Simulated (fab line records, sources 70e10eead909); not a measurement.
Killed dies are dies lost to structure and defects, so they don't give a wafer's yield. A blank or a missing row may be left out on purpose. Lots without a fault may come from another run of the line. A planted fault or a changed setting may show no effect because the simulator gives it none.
Which tool did it? | flow nand_harc | 7 lots, 21 wafers sampled, at 2 steps of a route of 1159

WHAT THE GAUGES READ, wafer by wafer
NHARC_A_M0_INSPECT_27.
lot  | measured     | on                | raw_defect_count
L499 | day 18 22:28 | defect_inspect-01 | 457 370 469
L500 | day 18 23:42 | defect_inspect-02 | 268 323 276
L509 | day 22 00:06 | defect_inspect-02 | 429 512 436
L512 | day 22 11:49 | defect_inspect-02 | 441 391 308
L516 | day 22 13:27 | defect_inspect-02 | 353 443 391
L520 | day 23 00:53 | defect_inspect-02 | 311 469 232
L519 | day 23 08:35 | defect_inspect-01 | 392 517 349

WHICH TOOL RAN EACH LOT (tool, then ch and the chambers of the sampled wafers, then the start)
lot  | NHARC_A_M0_PVD_21
L499 | pvd_sputter-02, day 18 22:28 or earlier
L500 | pvd_sputter-02, day 18 23:42 or earlier
L509 | pvd_sputter-03, day 22 00:06 or earlier
L512 | pvd_sputter-03, day 22 11:49 or earlier
L516 | pvd_sputter-02, day 22 13:27 or earlier
L520 | pvd_sputter-01, day 23 00:53 or earlier
L519 | pvd_sputter-01, day 23 08:35 or earlier
- NHARC_A_M0_PVD_21: deposits Cu, target thk 30 nm, time 20.49 s.

THE ANSWER, worked out from the rows above alone
Rule: what is usual is taken from the lots themselves. Put in order of their means at a reading, lots are off if they are a third of the lots or fewer, leave a main group of 4 or more, and stand apart from it by a gap of 3 or more times the standard deviation of the main group's means; of several such gaps the widest counts. A main group whose means are all the same, to the digits that the tables above print for the reading, isn't used. A lot without any number at a reading at which 4 lots or more have one is off too. The other lots that the step has rows for count as sound.
No lot is off at any reading shown: from this, nothing can be told.

WHAT THE SIMULATOR HAD PUT IN
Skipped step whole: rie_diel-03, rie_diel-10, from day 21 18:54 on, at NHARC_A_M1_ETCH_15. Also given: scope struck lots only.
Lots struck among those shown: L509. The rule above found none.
